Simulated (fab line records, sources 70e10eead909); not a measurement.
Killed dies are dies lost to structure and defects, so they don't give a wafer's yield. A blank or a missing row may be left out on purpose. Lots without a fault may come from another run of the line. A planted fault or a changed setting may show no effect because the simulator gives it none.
Which tool did it? | flow nand_harc | 14 lots, 42 wafers sampled, at 4 steps of a route of 1302

WHAT THE GAUGES READ, wafer by wafer
NHARC_A_CONTACT_CD_MEAS_53. Usual: cd_nm 289.4 nm, standard deviation 0.8.
lot  | measured     | on        | cd_nm (nm)        | flag
L742 | day 21 21:44 | cd_sem-01 | 289.8 290.2 290.1 |
L743 | day 22 10:39 | cd_sem-02 | 290.0 289.0 289.5 |
L745 | day 22 15:34 | cd_sem-03 | 289.9 289.6 289.8 |
L744 | day 22 23:11 | cd_sem-02 | 289.1 288.8 289.2 |
L748 | day 23 15:56 | cd_sem-02 | 288.5 288.5 288.6 |
L750 | day 24 05:23 | cd_sem-03 | 290.5 289.6 290.1 |
L749 | day 24 20:12 | cd_sem-03 | 287.0 286.8 287.8 |
L751 | day 25 09:02 | cd_sem-02 | 289.2 290.5 289.9 |
L752 | day 25 14:28 | cd_sem-03 | 289.0 289.7 289.7 |
L754 | day 25 23:31 | cd_sem-03 | 288.5 289.0 289.1 |
L753 | day 26 00:23 | cd_sem-02 | 289.4 289.2 289.9 |
L759 | day 28 18:53 | cd_sem-01 | 289.5 289.2 289.3 |
L761 | day 29 11:43 | cd_sem-03 | 289.9 290.8 290.4 |
L764 | day 30 16:07 | cd_sem-01 | 289.9 289.7 289.5 |

NHARC_A_CONTACT_OVL_MEAS_70. Usual: overlay_x_nm 0.0 nm, standard deviation 0.65; overlay_y_nm -0.2 nm, standard deviation 0.69.
lot  | measured     | on         | overlay_x_nm (nm) | overlay_y_nm (nm) | flag
L742 | day 22 03:52 | overlay-02 | 0.0 0.2 0.2       | -0.2 0.2 -0.6     |
L743 | day 22 15:43 | overlay-01 | 0.4 0.5 0.7       | -0.4 0.0 -0.1     |
L745 | day 22 21:16 | overlay-02 | 0.2 -0.1 0.1      | -0.9 -0.8 -0.2    |
L744 | day 23 04:12 | overlay-02 | -1.2 -0.6 -1.2    | -0.6 0.0 0.1      |
L748 | day 23 20:47 | overlay-01 | -0.6 -0.5 -0.9    | -1.1 -1.5 -0.9    |
L750 | day 24 10:31 | overlay-02 | -0.4 -0.6 -0.4    | -0.5 -0.6 -0.3    |
L749 | day 25 01:12 | overlay-01 | -0.1 -0.4 0.0     | 0.0 -0.5 0.0      |
L751 | day 25 14:28 | overlay-02 | -1.2 -1.3 -1.4    | 0.9 1.5 1.3       |
L752 | day 25 22:05 | overlay-02 | -0.3 0.1 -0.6     | -0.1 -0.2 0.0     |
L754 | day 26 04:35 | overlay-02 | -0.3 -0.2 -0.1    | 0.3 0.7 0.3       |
L753 | day 26 05:25 | overlay-01 | -1.2 -1.1 -1.0    | -1.1 -0.9 -0.6    |
L759 | day 29 00:16 | overlay-02 | 1.1 0.9 1.4       | 0.4 0.7 0.6       |
L761 | day 29 21:10 | overlay-01 | 0.9 0.6 1.5       | -0.8 -0.7 -1.2    |
L764 | day 30 21:44 | overlay-01 | -0.6 -0.3 -1.0    | 0.0 -0.6 -0.4     |

WHICH TOOL RAN EACH LOT (tool, then ch and the chambers of the sampled wafers, then the start)
lot  | NHARC_A_CONTACT_ETCH_120             | NHARC_A_CONTACT_SOFTBAKE_64
L742 | har_cap_etch-03 ch 0,1, day 21 20:03 | litho_track-04 ch 0, day 22 03:00
L743 | har_cap_etch-03 ch 0,1, day 22 08:58 | litho_track-04 ch 0, day 22 15:00
L745 | har_cap_etch-01 ch 0,1, day 22 13:35 | litho_track-01 ch 0, day 22 20:00
L744 | har_cap_etch-03 ch 0,1, day 22 21:30 | litho_track-04 ch 0, day 23 03:00
L748 | har_cap_etch-01 ch 0,1, day 23 14:17 | litho_track-06 ch 0, day 23 20:00
L750 | har_cap_etch-02 ch 0,1, day 24 03:40 | litho_track-01 ch 0, day 24 09:00
L749 | har_cap_etch-02 ch 0,1, day 24 18:31 | litho_track-01 ch 0, day 25 00:00
L751 | har_cap_etch-02 ch 0,1, day 25 07:22 | litho_track-06 ch 0, day 25 14:00
L752 | har_cap_etch-03 ch 1, day 25 12:43   | litho_track-01 ch 0, day 25 21:00
L754 | har_cap_etch-01 ch 0,1, day 25 21:42 | litho_track-06 ch 0, day 26 04:00
L753 | har_cap_etch-03 ch 0,1, day 25 22:32 | litho_track-01 ch 0, day 26 04:00
L759 | har_cap_etch-02 ch 0,1, day 28 17:13 | litho_track-04 ch 0, day 28 23:00
L761 | har_cap_etch-03 ch 0,1, day 29 10:06 | litho_track-04 ch 0, day 29 20:00
L764 | har_cap_etch-01 ch 0,1, day 30 14:25 | litho_track-04 ch 0, day 30 21:00
- NHARC_A_CONTACT_ETCH_120: etches the open film in C4F8/O2/Ar, time 190 s, target depth 1850 nm.
- NHARC_A_CONTACT_SOFTBAKE_64: time 55 s.

WHAT THE TOOLS THEMSELVES READ (means of the sampled wafers that have a number; where no wafer has one, the mark that the record gives instead)
NHARC_A_CONTACT_SOFTBAKE_64. Usual: chill_plate_temp_C 23.01 C, standard deviation 0.1; heater_power_total_W 188.44 W, standard deviation 0.15.
lot  | tool           | chill_plate_temp_C (C) | heater_power_total_W (W) | flag
L742 | litho_track-04 | 22.91                  | 188.37                   |
L743 | litho_track-04 | 23.00                  | 188.50                   |
L745 | litho_track-01 | 23.16                  | 188.64                   |
L744 | litho_track-04 | 23.02                  | 188.49                   |
L748 | litho_track-06 | 23.05                  | 188.48                   |
L750 | litho_track-01 | 22.86                  | 188.37                   |
L749 | litho_track-01 | 22.96                  | 188.40                   |
L751 | litho_track-06 | 23.02                  | 188.51                   |
L752 | litho_track-01 | 23.03                  | 188.53                   |
L754 | litho_track-06 | 23.05                  | 188.35                   |
L753 | litho_track-01 | 22.88                  | 188.32                   |
L759 | litho_track-04 | 23.07                  | 188.44                   |
L761 | litho_track-04 | 22.97                  | 191.74                   | OFF
L764 | litho_track-04 | 22.89                  | 194.89                   | OFF

THE ANSWER, worked out from the rows above alone
Rule: a lot is off if the mean of its wafers that have a number lies more than 3 standard deviations from the usual mean. A lot without any number at a reading at which 4 lots or more have one is off too. The other lots that the step has rows for count as sound. The gauges are gone through in route order, then the tools' own readings, and for those a lot's mean is taken as printed above. The first step at which some lot is off is used, and at that step the reading that is off furthest; a lot without a number counts as furthest.
Off: L761, L764, at NHARC_A_CONTACT_SOFTBAKE_64 (heater_power_total_W).
A tool fits if, at that step or a process step before it, it ran every lot that is off, and no sound lot after the first of them. One fits: litho_track-04 at NHARC_A_CONTACT_SOFTBAKE_64. Its last sound lot is L759 (day 28 23:00), its first lot that is off L761 (day 29 20:00): a fault that began between those two fits.
The tool's own readings at NHARC_A_CONTACT_SOFTBAKE_64 bear it out: on the lots that are off they differ by more than 5 times the standard deviation of the sound lots' means. heater_power_total_W reads 193.31 W there against 188.45 W on the sound lots.

WHAT THE SIMULATOR HAD PUT IN
Process parameter drift: litho_track-04, from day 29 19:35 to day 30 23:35, at NHARC_A_CONTACT_SOFTBAKE_64. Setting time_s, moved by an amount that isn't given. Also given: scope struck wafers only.
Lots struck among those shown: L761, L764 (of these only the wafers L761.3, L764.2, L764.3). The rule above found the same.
